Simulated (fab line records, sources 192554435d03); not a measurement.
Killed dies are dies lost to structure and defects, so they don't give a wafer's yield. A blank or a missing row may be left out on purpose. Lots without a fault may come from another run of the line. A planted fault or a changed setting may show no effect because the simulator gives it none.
Chamber matching | flow n5_finfet | N5_BEOL_M7_CURE_75 on uv_cure-03: 3 sister chambers
The step cures SiCOH lowk, time 120 s. 18 wafers are shown with their chamber, then 9 later ones without.

WAFERS WITH THEIR CHAMBER
wafer  | chamber | wafer_temp_C_max | lamp_power_pct (%)
L074.2 | 1       | 372.3            | 52.26
L074.3 | 1       | 372.3            | 52.30
L074.4 | 1       | 371.7            | 52.35
L075.1 | 2       | 372.7            | 52.42
L075.3 | 2       | 373.0            | 52.32
L075.5 | 2       | 372.9            | 52.29
L076.1 | 2       | 372.4            | 52.22
L076.2 | 2       | 373.8            | 52.27
L076.5 | 2       | 373.1            | 52.25
L081.1 | 1       | 371.5            | 52.35
L081.2 | 1       | 371.7            | 52.36
L081.3 | 1       | 371.3            | 52.32
L082.1 | 0       | 371.7            | 52.28
L082.3 | 0       | 372.3            | 52.32
L082.6 | 0       | 373.8            | 52.39
L086.1 | 0       | 372.6            | 52.40
L086.3 | 0       | 373.1            | 52.30
L086.4 | 0       | 373.4            | 52.28

SIGNATURES (means of the wafers above)
reading          | chamber 0 | chamber 1 | chamber 2 | scatter within a chamber
wafer_temp_C_max | 372.817   | 371.800   | 372.983   | 0.573
lamp_power_pct   | 52.3283   | 52.3233   | 52.2950   | 0.0556
Rule: a wafer's distance from a chamber is the root of the sum, over the readings, of the square of ((its reading less the chamber's mean) divided by the reading's scatter). The wafer belongs to the nearest chamber; if the next one is less than 2 further off, it can't be placed. The scatter: the root of (the sum of the squares of (reading less its chamber's mean) over the shown wafers, divided by (wafers less chambers)).

WAFERS WITHOUT THEIR CHAMBER
wafer  | wafer_temp_C_max | lamp_power_pct (%)
L087.2 | 372.5            | 52.34
L087.3 | 372.4            | 52.33
L087.4 | 372.8            | 52.38
L089.2 | 372.5            | 52.24
L089.3 | 372.2            | 52.13
L089.6 | 372.1            | 52.35
L097.2 | 372.0            | 52.31
L097.3 | 371.4            | 52.36
L097.6 | 371.5            | 52.28

WHICH CHAMBER EACH WENT THROUGH
wafer  | from the rows above          | in truth
L087.2 | can't be placed: 0 or 2 or 1 | 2
L087.3 | can't be placed: 0 or 1 or 2 | 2
L087.4 | can't be placed: 0 or 2 or 1 | 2
L089.2 | can't be placed: 2 or 0 or 1 | 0
L089.3 | can't be placed: 2 or 1 or 0 | 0
L089.6 | can't be placed: 1 or 0 or 2 | 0
L097.2 | can't be placed: 1 or 0 or 2 | 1
L097.3 | can't be placed: 1 or 0      | 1
L097.6 | can't be placed: 1 or 0 or 2 | 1
Placed correctly: 0 of 9. Can't be placed from these rows: 9 (the true chamber is among the candidates in 9). Placed wrongly: 0.
